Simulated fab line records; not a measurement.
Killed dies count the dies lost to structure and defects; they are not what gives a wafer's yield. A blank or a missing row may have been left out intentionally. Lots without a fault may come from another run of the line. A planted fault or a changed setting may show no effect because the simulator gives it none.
Split-lot experiment    flow n5_finfet    39 wafers read from 7 lots, route of 1938 steps

## ABOUT THE SPLIT
At N5_BEOL_M0_SAQP_DESCUM_19 (chemistry O2, time 7.9 s), the setting time_s was moved away from the recipe's 7.9 s on 12 of the 39 wafers read, by -17.7% to +56.1%. All remaining wafers had this setting at the recipe value.

The reading comes from the split's own step.

## THE READING
CAR-ArF_of_BEOL_M0_SAQP_COAT_08.thk_nm (the simulator's own value, which no gauge read), in nm, at N5_BEOL_M0_SAQP_DESCUM_19 (chemistry O2, time 7.9 s). The file does not state a usual value for it. Here, 27 wafers ran the recipe; their average is 83.6 nm with a standard deviation of 0.16 nm.

wafer   tool, chamber at the split  time_s as run, s  against the recipe  CAR-ArF_of_BEOL_M0_SAQP_COAT_08.thk_nm, nm  against lot-mates on the recipe
L076.1  rie_diel-01, 1,3            7.9               recipe              83.4                                        -
L076.6  rie_diel-01, 1,3            7.9               recipe              83.4                                        -
L076.2  rie_diel-01, 2,3,0,0        7.9               recipe              83.6                                        -
L076.3  rie_diel-01, 2,3,0,0        7.9               recipe              83.6                                        -
L076.4  rie_diel-01, 2,3,0,0        7.9               recipe              83.6                                        -
L076.5  rie_diel-01, 2,3,0,0        7.9               recipe              83.6                                        -
L077.1  rie_diel-03, 3              7.9               recipe              83.6                                        -
L077.5  rie_diel-03, 3              7.9               recipe              83.6                                        -
L077.2  rie_diel-03, 0              9.421             +19.3%              82.6                                        -0.9
L077.3  rie_diel-03, 1,2            9.421             +19.3%              82.2                                        -1.3
L077.4  rie_diel-03, 1,2            9.421             +19.3%              82.2                                        -1.3
L077.6  rie_diel-03, 0              7.9               recipe              83.4                                        -
L078.1  rie_diel-01, 1,2,3          7.9               recipe              83.4                                        -
L078.2  rie_diel-01, 1,2,3          7.9               recipe              83.4                                        -
L078.6  rie_diel-01, 1,2,3          7.9               recipe              83.4                                        -
L078.3  rie_diel-01, 0              6.499             -17.7%              84.2                                        +0.8
L078.4  rie_diel-01, 3,0            6.499             -17.7%              84.4                                        +1.0
L078.5  rie_diel-01, 3,0            6.499             -17.7%              84.4                                        +1.0
L086.2  rie_diel-03, 0,3            7.9               recipe              83.4                                        -
L086.4  rie_diel-03, 0,3            7.9               recipe              83.4                                        -
L086.3  rie_diel-03, 1              7.9               recipe              83.8                                        -
L087.1  rie_diel-03, 1,2,3          7.9               recipe              83.8                                        -
L087.3  rie_diel-03, 1,2,3          7.9               recipe              83.8                                        -
L087.6  rie_diel-03, 1,2,3          7.9               recipe              83.8                                        -
L087.2  rie_diel-03, 0,3            7.9               recipe              83.4                                        -
L087.4  rie_diel-03, 0,3            7.9               recipe              83.4                                        -
L087.5  rie_diel-03, 2              7.9               recipe              83.6                                        -
L090.1  rie_diel-03, 0              11.05             +39.9%              82                                          -1.8
L090.2  rie_diel-03, 1              11.05             +39.9%              82.2                                        -1.6
L090.3  rie_diel-03, 2,3,2          7.9               recipe              83.8                                        -
L090.4  rie_diel-03, 2,3,2          7.9               recipe              83.8                                        -
L090.6  rie_diel-03, 2,3,2          7.9               recipe              83.8                                        -
L090.5  rie_diel-03, 1              11.05             +39.9%              81.8                                        -2.0
L095.1  rie_diel-01, 0              12.33             +56.1%              80.6                                        -2.9
L095.2  rie_diel-01, 3,2            7.9               recipe              83.6                                        -
L095.3  rie_diel-01, 3,2            7.9               recipe              83.6                                        -
L095.4  rie_diel-01, 1              7.9               recipe              83.4                                        -
L095.5  rie_diel-01, 3,2            12.33             +56.1%              81                                          -2.5
L095.6  rie_diel-01, 3,2            12.33             +56.1%              81                                          -2.5
When a row names more than one chamber, that row covers several wafers, and the file does not tell which wafer ran in which chamber.

THE FIT
A straight line over all 39 wafers: CAR-ArF_of_BEOL_M0_SAQP_COAT_08.thk_nm changes by -0.0461 nm for each +1% of time_s; r = -0.97; the points scatter about the line by 0.21 nm.
The same after taking each lot's own level away (the mean of its wafers on the recipe; 39 wafers): -0.0481 nm for each +1%; r = -0.98; scatter 0.17 nm.
That fit puts the effect of the largest move of time_s on the reading at 2.7 nm.
From 83.40 to 83.80 nm: that is the span of the lots' own levels, equal to 2.5 times the standard deviation above.
Consequently the slope shifts little with the lot-to-lot level, the two slopes agreeing.
Check: with one of the wafers moved furthest among these (+56.1%) left out of the fit, the line predicts -2.64 nm for it against its lot-mates. Against them it came out at -2.93 nm.

## ADDITIONAL SPLITS CARRIED BY THESE WAFERS
These wafers also went through other splits before the reading. Each is held against what the fit with the lots' levels taken away leaves over:
other split on the same wafers        wafers away from the commonest value  r with CAR-ArF_of_BEOL_M0_SAQP_COAT_08.thk_nm (lot level and that fit taken away)
N5_ZERO_LAYER_ETCH_18 target_depth_a  18                                    -0.08
N5_SD_EPI_P_EPI_21 time_s             15                                    -0.16

## THE FILE'S OWN FIT
CAR-ArF_of_BEOL_M0_SAQP_COAT_08.thk_nm changes by -0.0482 nm for each +1% of time_s, r = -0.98.
